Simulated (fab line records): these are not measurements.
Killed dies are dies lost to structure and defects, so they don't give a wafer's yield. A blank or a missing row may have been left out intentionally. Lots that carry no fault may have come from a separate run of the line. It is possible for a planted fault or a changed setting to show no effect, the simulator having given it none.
fab line records	flow n5Finfet
record lots=7	wafers=21
route steps=1938 shown ZERO_LAYER@9 WELL_APT@21 FIN_SAQP@109 FIN_CUT@155 DUMMY_GATE@234 SD_EPI_P@321 SD_ACTIVATION@330 SDB@373
startH: hours from the record's first day to the start of the lot's first wafer shown	waitH: hours from the lot's prior step to this one	" repeats the value in the row above	L1.1+2: one row covering several wafers at once	- either no value or no given start	* or withheld: withheld	< > ~ a bound
route shown NAME@n: names a module that has steps shown in the file, with the first one's number in the route	usual: mean/standard deviation taken from wafers without a fault	same: alike in all rows	chamber/n: place in a boat	sites: each site's reading	_std_site: the standard deviation of these	_edge_site: outer sites' mean less inner sites'	radiusMm: for every site, how far away it sits from the centre of the wafer	mask NAME#n: copy n	behind: the last tool/chamber to shape the wafer	hold: what put the lot on hold/how long, in hours/how the hold closed	device: which transistor (n, p or np) failed to switch	end of line: tests of these same wafers at the route's end	where a step has no rows: the recipe by itself	killed: count of dies lost to structure and defects at first sort (not the wafer's yield)	map: dies across one wafer; x = killed, . = not, _ = none there
set.NAME: the setting the step ran with; set.NAME@STEP: the setting that earlier step ran with	model.NAME: the simulator's own value behind a step, which no gauge read
lots run with intentionally changed settings; tables by step, rows by wafer
## steps
# step N5_ZERO_LAYER_EXPOSE_08
# recipe maskId=ZERO	na=0.55	sourceShape=conventional	sigmaOuter=0.8	polarization=unpolarized	defocusNm=0	targetCdNm=2000	doseMj=16.2
lot.wafer	tool	chamber	startH	waitH	mask	set.doseMj
L074.3	krfScanner-02	0	12.48	-	ZERO#0	17.06
L074.4+6	"	0	"	"	ZERO#0	16.2
L076.4+6	krfScanner-02	0	24.61	-	ZERO#0	16.2
L076.5	"	0	"	"	ZERO#0	16.64
L079.3+5+6	krfScanner-02	0	42.62	-	ZERO#0	16.2
L085.1	krfScanner-01	0	78.46	-	ZERO#0	16.2
L085.2+6	"	0	"	"	ZERO#0	16.65
L093.4+5+6	krfScanner-02	0	126.48	-	ZERO#0	16.2
L095.1+2	krfScanner-01	0	138.59	-	ZERO#0	15.43
L095.3	"	0	"	"	ZERO#0	16.2
L096.4	krfScanner-02	0	144.80	-	ZERO#0	15.53
L096.5+6	"	0	"	"	ZERO#0	16.2
# step N5_ZERO_LAYER_PEB_09
# recipe pebTempC=withheld	pebTimeS=*
# step N5_ZERO_LAYER_DEVELOP_10
# recipe developTimeS=60	rinseLiquid=diw	dry=airSpin	devTempC=21
# step N5_ZERO_LAYER_HARDBAKE_23
# recipe tempC=130	timeS=120
# step N5_ZERO_LAYER_CD_MEAS_11
# recipe targetCdNm=2000	landingEnergyEv=500	detector=seInlens
# usual cdNm=2000.6/1.4
lot.wafer	tool	chamber	startH	waitH	set.doseMj@ZERO_LAYER_EXPOSE_08	cdNm
L074.3	cdSem-02	0	12.64	-	17.06	2014.5
L074.4	"	0	"	"	16.2	2001.2
L074.6	"	0	"	"	16.2	2003.1
L076.4	cdSem-02	0	24.77	-	16.2	2002.1
L076.5	"	0	"	"	16.64	2007.5
L076.6	"	0	"	"	16.2	2001.9
L079.3	cdSem-03	0	42.79	-	16.2	1999.6
L079.5	"	0	"	"	16.2	2002.1
L079.6	"	0	"	"	16.2	1999.3
L085.1	cdSem-01	0	78.64	-	16.2	1998.9
L085.2	"	0	"	"	16.65	2007.3
L085.6	"	0	"	"	16.65	2007.5
L093.4	cdSem-01	0	126.65	-	16.2	2001.7
L093.5	"	0	"	"	16.2	2002.7
L093.6	"	0	"	"	16.2	2001.1
L095.1	cdSem-02	0	138.77	-	15.43	1989.3
L095.2	"	0	"	"	15.43	1988.5
L095.3	"	0	"	"	16.2	1998.5
L096.4	cdSem-02	0	144.96	-	15.53	1994.5
L096.5	"	0	"	"	16.2	2001.9
L096.6	"	0	"	"	16.2	2001.2
# step N5_WELL_APT_COAT_02
# recipe spinRpm=1357	resistThkNm=950
lot.wafer	tool	chamber	startH	waitH	set.spinRpm	model.coat_of_WELL_APT_COAT_02.thkNm
L074.3	lithoTrack-03	0	-	-	1357	948.5
L074.4	"	0	"	"	1496	903.4
L074.6	"	0	"	"	1357	951
L076.4	lithoTrack-03	0	-	-	1357	948.3
L076.5	"	0	"	"	1357	950
L076.6	"	0	"	"	1479	911.7
L079.3	lithoTrack-03	0	-	-	1357	950.2
L079.5	"	0	"	"	1357	956.5
L079.6	"	0	"	"	1357	955.5
L085.1	lithoTrack-03	0	-	-	1357	949
L085.2	"	0	"	"	1357	953.5
L085.6	"	0	"	"	1357	949.6
L093.4	lithoTrack-02	0	-	-	1357	951.8
L093.5	"	0	"	"	1477	906.1
L093.6	"	0	"	"	1477	911.7
L095.1	lithoTrack-03	0	-	-	1280	982.9
L095.2	"	0	"	"	1280	985.2
L095.3	"	0	"	"	1357	955.5
L096.4	lithoTrack-04	0	-	-	1357	945.6
L096.5	"	0	"	"	1357	942.8
L096.6	"	0	"	"	1273	975.1
# step N5_FIN_SAQP_PEB_14
# recipe pebTempC=withheld	pebTimeS=60	resist=CAR-ArF
lot.wafer	tool	chamber	startH	waitH	set.pebTimeS
L074.3+4	lithoTrack-02	0	26.17	0.0	60
L074.6	"	0	"	"	51.68
L076.4+6	lithoTrack-01	0	35.27	0.0	72.71
L076.5	"	0	"	"	60
L079.3+5+6	lithoTrack-01	0	53.09	0.0	60
L085.1+2	lithoTrack-02	0	87.80	0.1	49.94
L085.6	"	0	"	"	60
L093.4	lithoTrack-01	0	137.67	0.0	60
L093.5+6	"	0	"	"	64.23
L095.1	lithoTrack-02	0	149.96	0.1	71.86
L095.2+3	"	0	"	"	60
L096.4	lithoTrack-03	0	154.60	0.0	60
L096.5+6	"	0	"	"	52.86
# step N5_FIN_SAQP_DEVELOP_15
# recipe developTimeS=30	developer=TMAH	resist=CAR-ArF	devTempC=23	rinseLiquid=diw	dry=airSpin
# step N5_FIN_SAQP_CD_MEAS_16
# recipe targetCdNm=35.6	landingEnergyEv=500	detector=seInlens
# usual cdNm=35.58/0.27
lot.wafer	tool	chamber	startH	waitH	set.pebTimeS@FIN_SAQP_PEB_14	cdNm
L074.3	cdSem-03	0	26.24	-	60	36.14
L074.4	"	0	"	"	60	35.43
L074.6	"	0	"	"	51.68	37.54
L076.4	cdSem-03	0	35.34	-	72.71	33.06
L076.5	"	0	"	"	60	35.62
L076.6	"	0	"	"	72.71	33.04
L079.3	cdSem-01	0	53.17	-	60	35.62
L079.5	"	0	"	"	60	35.74
L079.6	"	0	"	"	60	35.68
L085.1	cdSem-03	0	87.87	-	49.94	38.48
L085.2	"	0	"	"	49.94	38.32
L085.6	"	0	"	"	60	35.53
L093.4	cdSem-03	0	137.74	-	60	35.70
L093.5	"	0	"	"	64.23	34.35
L093.6	"	0	"	"	64.23	34.45
L095.1	cdSem-03	0	150.03	-	71.86	33.34
L095.2	"	0	"	"	60	35.69
L095.3	"	0	"	"	60	36.21
L096.4	cdSem-02	0	154.67	-	60	35.22
L096.5	"	0	"	"	52.86	37.16
L096.6	"	0	"	"	52.86	37.55
# step N5_FIN_SAQP_ETCH_52
# recipe chemistry=N2/H2	target=SOC	targetDepthA=1000	overetchA=200	maskMaterial=SiARC	tempC=40	timeS=150	ionEnergyEv=200	pressureMtorr=30	sourceW=840	biasW=150	n2FlowSccm=200	h2FlowSccm=200	ends=endPoint
# usual rfVppV=526.4/1.5
lot.wafer	tool	chamber	startH	waitH	set.sourceW	rfVppV
L074.3	rieDiel-01	3	26.43	0.0	920.7	511.3
L074.4	"	1	"	"	840	527.4
L074.6	"	3	"	"	920.7	510.7
L076.4	rieDiel-01	0	35.52	0.0	754.8	545.4
L076.5	"	2	"	"	840	526.1
L076.6	"	3	"	"	840	528.3
L079.3	rieDiel-03	3	53.35	0.0	840	526.3
L079.5	"	1	"	"	840	526.5
L079.6	"	3	"	"	840	525.9
L085.1	rieDiel-01	1	89.13	0.0	933.1	510.1
L085.2	"	2	"	"	933.1	509.4
L085.6	"	0	"	"	840	527.2
L093.4	rieDiel-01	3	138.24	0.0	840	529.2
L093.5	"	0	"	"	921	510.4
L093.6	"	1	"	"	921	510.6
L095.1	rieDiel-03	2	150.53	0.0	726.3	551.6
L095.2	"	1	"	"	726.3	552.5
L095.3	"	3	"	"	726.3	551.5
L096.4	rieDiel-03	1	154.90	0.0	840	523.9
L096.5	"	3	"	"	840	525.2
L096.6	"	2	"	"	840	526.7
# step N5_FIN_CUT_COAT_19
# recipe resist=SiARC	tempC=220	timeS=60	spinRpm=1500	resistThkNm=20
lot.wafer	tool	chamber	startH	waitH	set.spinRpm	model.SiARC_of_FIN_CUT_COAT_19.thkNm
L074.3+6	lithoTrack-03	0	-	-	1500	20
L074.4	"	0	"	"	1629	19.2
L076.4+6	lithoTrack-05	0	-	-	1375	21
L076.5	"	0	"	"	1500	20
L079.3+5+6	lithoTrack-04	0	-	-	1500	20
L085.1+2+6	lithoTrack-03	0	-	-	1500	20
L093.4+5	lithoTrack-05	0	-	-	1500	20
L093.6	"	0	"	"	1576	19.6
L095.1+2	lithoTrack-05	0	-	-	1500	20.2
L095.3	"	0	"	"	1379	21
L096.4+5+6	lithoTrack-05	0	-	-	1500	20
# step N5_FIN_CUT_COAT_29
# recipe resist=underlayer	tempC=205	timeS=60	spinRpm=1500	resistThkNm=10
# step N5_FIN_CUT_COAT_02
# recipe resist=CAR-EUV	spinRpm=1500	resistThkNm=30
# step N5_FIN_CUT_DESCUM_13
# recipe chemistry=O2	timeS=7	sourcePowerW=50	biasPowerW=20	pressureMtorr=20	rfFrequencyHz=2.712e+07	tempC=40	resist=CAR-EUV	o2FlowSccm=225
# step N5_FIN_CUT_ETCH_30
# recipe chemistry=N2/H2	target=underlayer	targetDepthA=130	maskMaterial=CAR-EUV	timeS=10.4	ionEnergyEv=200	pressureMtorr=30	sourceW=840	biasW=150	n2FlowSccm=200	h2FlowSccm=200	ends=cleared
# step N5_FIN_CUT_ETCH_20
# recipe chemistry=CF4	target=SiARC	targetDepthA=260	maskMaterial=CAR-EUV	timeS=43.3	ionEnergyEv=80	pressureMtorr=40	sourceW=545	biasW=36	Ar_flow_sccm=100	cf4FlowSccm=100	ends=cleared
lot.wafer	tool	chamber	startH	waitH	set.spinRpm@FIN_CUT_COAT_19	model.etch.depthNm
L074.3	rieDiel-04	2	31.23	0.0	1500	20
L074.4	"	1	"	"	1629	19.22
L074.6	"	3	"	"	1500	19.97
L076.4	rieDiel-04	3	40.26	0.0	1375	20.91
L076.5	"	3	"	"	1500	20.07
L076.6	"	0	"	"	1375	20.94
L079.3	rieDiel-06	0	58.60	0.0	1500	20
L079.5	"	3	"	"	1500	19.99
L079.6	"	2	"	"	1500	20.03
L085.1	rieDiel-02	1	98.99	0.0	1500	20.07
L085.2	"	3	"	"	1500	20
L085.6	"	2	"	"	1500	20.03
L093.4+5	rieDiel-06	2,3	143.19	0.0	1500	20.03
L093.6	"	2	"	"	1576	19.54
L095.1	rieDiel-02	3	155.40	0.0	1500	20.17
L095.2	"	0	"	"	1500	20.13
L095.3	"	1	"	"	1379	20.98
L096.4	rieDiel-04	3	159.85	0.0	1500	20
L096.5	"	0	"	"	1500	19.95
L096.6	"	2	"	"	1500	19.98
# step N5_FIN_CUT_ETCH_21
# recipe chemistry=N2/H2	target=SOC	targetDepthA=2190	overetchA=438	maskMaterial=SiARC	tempC=40	ionEnergyEv=100	biasW=61	timeS=523.5	pressureMtorr=30	sourceW=850	n2FlowSccm=200	h2FlowSccm=200
lot.wafer	tool	chamber	startH	waitH	set.spinRpm@FIN_CUT_COAT_19	model.SiARC_of_FIN_CUT_COAT_19.thkNm
L074.3+6	rieDiel-04	2,3	31.27	0.0	1500	12
L074.4	"	1	"	"	1629	11.4
L076.4	rieDiel-04	3	40.29	0.0	1375	13
L076.5	"	3	"	"	1500	12.2
L076.6	"	0	"	"	1375	13.2
L079.3+5	rieDiel-06	0,3	58.64	0.0	1500	11.8
L079.6	"	2	"	"	1500	12
L085.1+6	rieDiel-02	1,2	99.03	0.0	1500	12
L085.2	"	3	"	"	1500	11.8
L093.4+5	rieDiel-06	2,3	143.23	0.0	1500	12
L093.6	"	2	"	"	1576	11.6
L095.1	rieDiel-02	3	155.44	0.0	1500	12
L095.2	"	0	"	"	1500	11.8
L095.3	"	1	"	"	1379	12.8
L096.4+6	rieDiel-04	3,2	160.02	0.2	1500	12
L096.5	"	0	"	"	1500	12.2
# step N5_DUMMY_GATE_DESCUM_20
# recipe chemistry=O2	timeS=6.2	sourcePowerW=50	biasPowerW=20	pressureMtorr=20	rfFrequencyHz=2.712e+07	tempC=40	resist=CAR-EUV	o2FlowSccm=225
lot.wafer	tool	chamber	startH	waitH	set.timeS	model.CAR-EUV_of_DUMMY_GATE_COAT_09.thkNm
L074.3+4+6	rieDiel-04	2,0,3	50.03	0.0	6.2	26.4
L076.4	rieDiel-02	0	59.61	0.0	5.737	26.6
L076.5	"	2	"	"	6.2	26.2
L076.6	"	3	"	"	6.2	26.4
L079.3+6	rieDiel-04	0,2	77.46	0.0	6.2	26.4
L079.5	"	3	"	"	6.2	26.6
L085.1	rieDiel-02	2	121.25	0.0	6.2	26.4
L085.2	"	3	"	"	6.877	26.2
L085.6	"	2	"	"	6.877	26
L093.4+6	rieDiel-06	3	162.99	0.0	6.2	26.6
L093.5	"	2	"	"	7.178	26.2
L095.1+2	rieDiel-06	3,0	174.71	0.2	6.2	26.4
L095.3	"	1	"	"	5.236	26.8
L096.4+5+6	rieDiel-02	2,0,1	178.98	0.1	6.2	26.4
# step N5_DUMMY_GATE_ETCH_37
# recipe chemistry=N2/H2	target=SOC	targetDepthA=600	overetchA=300	tempC=40	ionEnergyEv=200	pressureMtorr=30	sourceW=840	biasW=150	n2FlowSccm=200	h2FlowSccm=200
# usual rfVppV=524.3/2
lot.wafer	tool	chamber	startH	waitH	set.sourceW	rfVppV
L074.3	rieDiel-04	2	50.18	0.0	840	527.7
L074.4	"	0	"	"	782	535.9
L074.6	"	3	"	"	782	540.9
L076.4	rieDiel-02	0	59.75	0.0	840	525.5
L076.5	"	2	"	"	840	524.5
L076.6	"	3	"	"	840	525.1
L079.3	rieDiel-04	0	77.60	0.0	840	524.4
L079.5	"	3	"	"	840	528.0
L079.6	"	2	"	"	840	527.6
L085.1	rieDiel-02	2	121.39	0.0	840	523.6
L085.2	"	3	"	"	840	524.7
L085.6	"	2	"	"	763.3	540.6
L093.4	rieDiel-06	3	163.13	0.0	840	521.3
L093.5	"	2	"	"	840	521.2
L093.6	"	3	"	"	840	520.0
L095.1	rieDiel-06	3	174.86	0.0	719.6	549.8
L095.2	"	0	"	"	719.6	553.9
L095.3	"	1	"	"	719.6	552.3
L096.4	rieDiel-02	2	179.12	0.0	840	523.7
L096.5	"	0	"	"	840	525.9
L096.6	"	1	"	"	840	523.9
# step N5_SD_EPI_P_EPI_21
# recipe material=SiGe:B	dopant=B	tempC=550	pressureTorr=20	ambient=H2	timeS=355
lot.wafer	tool	chamber	startH	waitH	set.epiGrowthTimeS	model.SiGe-B_of_SD_EPI_P_EPI_21.thkNm
L074.3	epiRpcvd-02	0	61.57	1.4	355	60.6
L074.4	"	0	"	"	355	61.2
L074.6	"	0	63.49	3.2	355	61.4
L076.4	epiRpcvd-01	0	71.72	1.1	367.8	61.4
L076.5	"	0	"	"	367.8	62
L076.6	"	0	"	"	355	60.4
L079.3	epiRpcvd-04	0	87.06	0.8	355	60.2
L079.5	"	0	"	"	355	60
L079.6	"	0	"	"	355	60.4
L085.1	epiRpcvd-02	0	131.32	0.3	355	60
L085.2	"	0	"	"	355	60.2
L085.6	"	0	134.52	3.2	390	64.6
L093.4	epiRpcvd-04	0	172.77	1.1	355	61.4
L093.5	"	0	"	"	355	60.6
L093.6	"	0	"	"	355	61.2
L095.1	epiRpcvd-04	0	183.79	0.1	370.4	64
L095.2	"	0	"	"	355	62.6
L095.3	"	0	"	"	355	62.2
L096.4	epiRpcvd-04	0	191.43	1.1	391.1	67.2
L096.5	"	0	"	"	391.1	67
L096.6	"	0	"	"	355	62.6
# step N5_SD_EPI_P_HM_STRIP_48
# recipe chemistry=H3PO4	tempC=160	material=SiNx	target=SiNx	targetDepthA=30	overetchFraction=0.3
lot.wafer	tool	chamber	startH	waitH	set.epiGrowthTimeS@SD_EPI_P_EPI_21	model.SiGe-B_of_SD_EPI_P_EPI_21.thkNm
L074.3	wetBench-04	7	64.20	0.0	355	60.4
L074.4+6	"	2,0	"	"	355	61
L076.4	wetBench-04	1	72.87	0.0	367.8	61.2
L076.5	"	3	"	"	367.8	61.6
L076.6	"	4	"	"	355	60.2
L079.3	wetBench-06	3	88.57	0.0	355	60
L079.5	"	5	"	"	355	59.6
L079.6	"	4	"	"	355	60.2
L085.1+2	wetBench-06	4,0	135.23	0.0	355	59.8
L085.6	"	1	"	"	390	64.2
L093.4	wetBench-04	0	173.93	0.0	355	61.2
L093.5	"	7	"	"	355	60.4
L093.6	"	6	"	"	355	61
L095.1	wetBench-06	1	186.02	0.0	370.4	63.8
L095.2	"	3	"	"	355	62.2
L095.3	"	2	"	"	355	61.8
L096.4	wetBench-04	7	192.58	0.0	391.1	67
L096.5	"	1	"	"	391.1	66.6
L096.6	"	6	"	"	355	62.4
# step N5_SD_EPI_P_SRD_49
# recipe dry=ipaMarangoni	timeS=30	tempC=23	rinseLiquid=diw
# step N5_SD_EPI_P_PRECLEAN_24
# recipe chemistry=O3/DIW	timeS=45	tempC=22	o3Ppm=10
# step N5_SD_ACTIVATION_RTA_00
# recipe tempC=975	timeS=0	ambient=N2	idleTempC=600	rampUpCPerS=150	rampDownCPerS=60	coolToC=600
# step N5_SD_ACTIVATION_LSA_01
# recipe tempC=1080	timeS=0.0008	ambient=N2
# step N5_SD_ACTIVATION_RS_MEAS_03
# recipe thkMeasGauge=four-point-probe
# usual RS_SD_N=21.94/0.28	RS_SD_P=56.0/1
lot.wafer	tool	chamber	startH	waitH	set.epiGrowthTimeS@SD_EPI_P_EPI_21	RS_SD_N[ohm/sq]	RS_SD_P[ohm/sq]
L074.3	filmMetro-01	-	64.81	0.2	355	21.70	56.5
L074.4	"	-	"	"	355	22.06	55.7
L074.6	"	-	"	"	355	21.98	55.2
L076.4	filmMetro-01	-	73.56	0.1	367.8	21.88	55.1
L076.5	"	-	"	"	367.8	22.30	54.3
L076.6	"	-	"	"	355	22.12	55.5
L079.3	filmMetro-02	-	89.36	0.2	355	21.99	57.5
L079.5	"	-	"	"	355	22.00	56.7
L079.6	"	-	"	"	355	22.17	56.7
L085.1	filmMetro-01	-	135.92	0.2	355	21.82	57.4
L085.2	"	-	"	"	355	21.85	57.6
L085.6	"	-	"	"	390	21.81	53.4
L093.4	filmMetro-02	-	174.55	0.1	355	22.13	54.7
L093.5	"	-	"	"	355	21.74	55.7
L093.6	"	-	"	"	355	22.12	54.8
L095.1	filmMetro-02	-	186.60	0.2	370.4	22.14	53.9
L095.2	"	-	"	"	355	22.48	55.2
L095.3	"	-	"	"	355	22.12	55.5
L096.4	filmMetro-01	-	193.21	0.1	391.1	21.90	50.3
L096.5	"	-	"	"	391.1	22.16	51.3
L096.6	"	-	"	"	355	22.10	53.8
# step N5_SDB_ALD_29
# recipe material=SiNx	targetThkA=300	tempC=400	aldPrecursorFamily=SiH2I2	aldCoReactant=N2/H2-plasma	pulseTimeS=1	aldCycles=600	purgeTimeS=2	coReactantPurgeTimeS=2	pressureTorr=2
lot.wafer	tool	chamber	startH	waitH	set.aldCycles	model.SiNx_of_SDB_ALD_29.thkNm
L074.3+4	aldSin-03	2,0	73.63	0.3	600	30
L074.6	"	2	74.99	1.6	531	26.6
L076.4+6	aldSin-03	1,2	81.92	0.0	681	33.8
L076.5	"	1	83.28	1.4	600	30
L079.3+6	aldSin-01	1	98.58	0.4	600	29.8
L079.5	"	2	99.93	1.8	600	30
L085.1	aldSin-02	0	144.29	0.0	627	31.6
L085.2+6	"	1,2	"	"	600	30
L093.4	aldSin-02	2	185.77	2.2	600	30.2
L093.5	"	2	187.12	3.5	600	30.4
L093.6	"	3	"	"	600	30
L095.1	aldSin-03	1	195.17	0.0	635	31.8
L095.2	"	0	"	"	600	29.8
L095.3	"	2	"	"	600	30
L096.4	aldSin-01	1	202.49	0.0	600	29.6
L096.5	"	1	203.85	1.4	600	29.8
L096.6	"	2	"	"	600	30
# step N5_SDB_CMP_30
# recipe stopOn=poly-Si	tOverpolishS=1.54	postCmpClean=alkalineBrush	downForcePsi=4.1491	platenRpm=51.796	padVelocityMS=1.0306	targetThkNm=30
lot.wafer	tool	chamber	startH	waitH	set.aldCycles@SDB_ALD_29	model.SiNx_of_SDB_ALD_29.thkNm
L074.3+4	cmp-04	0,1	76.40	1.4	600	30
L074.6	"	3	"	"	531	26.6
L076.4	cmp-03	2	84.70	1.4	681	30.2
L076.5	"	1	"	"	600	30
L076.6	"	2	"	"	681	30.4
L079.3+6	cmp-01	2,0	101.39	1.5	600	29.8
L079.5	"	1	"	"	600	30
L085.2+6	cmp-01	0,1	147.15	1.5	600	30
L085.1	"	3	"	"	627	29.8
L093.4	cmp-03	0	188.50	1.4	600	30.2
L093.5	"	0	"	"	600	30.4
L093.6	"	1	"	"	600	30
L095.3	cmp-01	3	197.91	1.4	600	30
L095.2	"	1	"	"	600	29.8
L095.1	"	2	"	"	635	30.6
L096.4	cmp-01	2	205.27	1.4	600	29.6
L096.5	"	1	"	"	600	29.8
L096.6	"	2	"	"	600	30
## key
split step=N5_ZERO_LAYER_EXPOSE_08	setting=doseMj	stated=16.2	by=wafer
response step=N5_ZERO_LAYER_CD_MEAS_11	reading=cdNm	change=+2.15	per=1%	r=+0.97
split step=N5_WELL_APT_COAT_02	setting=spinRpm	stated=1357	by=wafer
response step=N5_WELL_APT_COAT_02	reading=model.coat_of_WELL_APT_COAT_02.thkNm	change=-4.62	per=1%	r=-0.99
split step=N5_FIN_SAQP_PEB_14	setting=pebTimeS	stated=60	by=wafer
response step=N5_FIN_SAQP_CD_MEAS_16	reading=cdNm	change=-0.142	per=1%	r=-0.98
split step=N5_FIN_SAQP_ETCH_52	setting=sourceW	stated=840	by=wafer
response step=N5_FIN_SAQP_ETCH_52	reading=rfVppV	change=-1.74	per=1%	r=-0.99
split step=N5_FIN_CUT_COAT_19	setting=spinRpm	stated=1500	by=wafer
response step=N5_FIN_CUT_COAT_19	reading=model.SiARC_of_FIN_CUT_COAT_19.thkNm	change=-0.101	per=1%	r=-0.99
response step=N5_FIN_CUT_ETCH_20	reading=model.etch.depthNm	change=-0.0978	per=1%	r=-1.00
response step=N5_FIN_CUT_ETCH_21	reading=model.SiARC_of_FIN_CUT_COAT_19.thkNm	change=-0.0937	per=1%	r=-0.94
split step=N5_DUMMY_GATE_DESCUM_20	setting=timeS	stated=6.2	by=wafer
response step=N5_DUMMY_GATE_DESCUM_20	reading=model.CAR-EUV_of_DUMMY_GATE_COAT_09.thkNm	change=-0.0271	per=1%	r=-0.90
split step=N5_DUMMY_GATE_ETCH_37	setting=sourceW	stated=840	by=wafer
response step=N5_DUMMY_GATE_ETCH_37	reading=rfVppV	change=-1.71	per=1%	r=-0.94
split step=N5_SD_EPI_P_EPI_21	setting=epiGrowthTimeS	stated=355	by=wafer
response step=N5_SD_EPI_P_EPI_21	reading=model.SiGe-B_of_SD_EPI_P_EPI_21.thkNm	change=+0.438	per=1%	r=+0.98
response step=N5_SD_EPI_P_HM_STRIP_48	reading=model.SiGe-B_of_SD_EPI_P_EPI_21.thkNm	change=+0.431	per=1%	r=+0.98
response step=N5_SD_ACTIVATION_RS_MEAS_03	reading=RS_SD_P	change=-0.347	per=1%	r=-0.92
split step=N5_SDB_ALD_29	setting=aldCycles	stated=600	by=wafer
response step=N5_SDB_ALD_29	reading=model.SiNx_of_SDB_ALD_29.thkNm	change=+0.295	per=1%	r=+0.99
response step=N5_SDB_CMP_30	reading=model.SiNx_of_SDB_ALD_29.thkNm	shape=bent	atLowest=26.6	atStated=29.96	atHighest=30.3
